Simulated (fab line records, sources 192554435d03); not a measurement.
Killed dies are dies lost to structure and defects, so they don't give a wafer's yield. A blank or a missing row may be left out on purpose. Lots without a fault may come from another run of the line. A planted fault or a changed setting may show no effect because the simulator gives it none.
Chamber matching | flow n5_finfet | N5_BEOL_M11_ETCH_62 on rie_diel-01: 4 sister chambers
The step etches SOC in N2/H2, target depth 110 nm, overetch 22 nm, time 165 s. 4 wafers are shown with their chamber, then 11 later ones without.

WAFERS WITH THEIR CHAMBER
wafer  | chamber | drypump_motor_current_A (A)
L083.4 | 2       | 4.9
L086.6 | 0       | 5.8
L088.6 | 3       | 5.5
L087.1 | 1       | 5.7

WAFERS WITHOUT THEIR CHAMBER
wafer  | drypump_motor_current_A (A)
L087.2 | 5.5
L087.3 | 4.8
L090.2 | 4.9
L090.3 | 5.8
L090.6 | 5.8
L095.2 | 4.9
L095.4 | 5.7
L095.5 | 5.8
L096.1 | 5.5
L096.3 | 4.9
L096.6 | 5.5

WHICH CHAMBER EACH WENT THROUGH
wafer  | from the rows above | in truth
L087.2 | 3                   | 3
L087.3 | 2                   | 2
L090.2 | 2                   | 2
L090.3 | 0                   | 0
L090.6 | 0                   | 0
L095.2 | 2                   | 2
L095.4 | 1                   | 1
L095.5 | 0                   | 0
L096.1 | 3                   | 3
L096.3 | 2                   | 2
L096.6 | 3                   | 3
Placed correctly: 11 of 11. Can't be placed from these rows: 0. Placed wrongly: 0.
How it was worked out, from the rows above alone: a wafer's distance from a chamber is the root of the sum, over the readings, of the square of ((its reading less the chamber's mean) divided by the reading's scatter). The wafer belongs to the nearest chamber; if the next one is less than 2 further off, it can't be placed. A chamber's mean is the mean of its shown wafers. The scatter: with one shown wafer a chamber, the root of the mean of the squares of how far each hidden wafer lies from its nearest shown one.
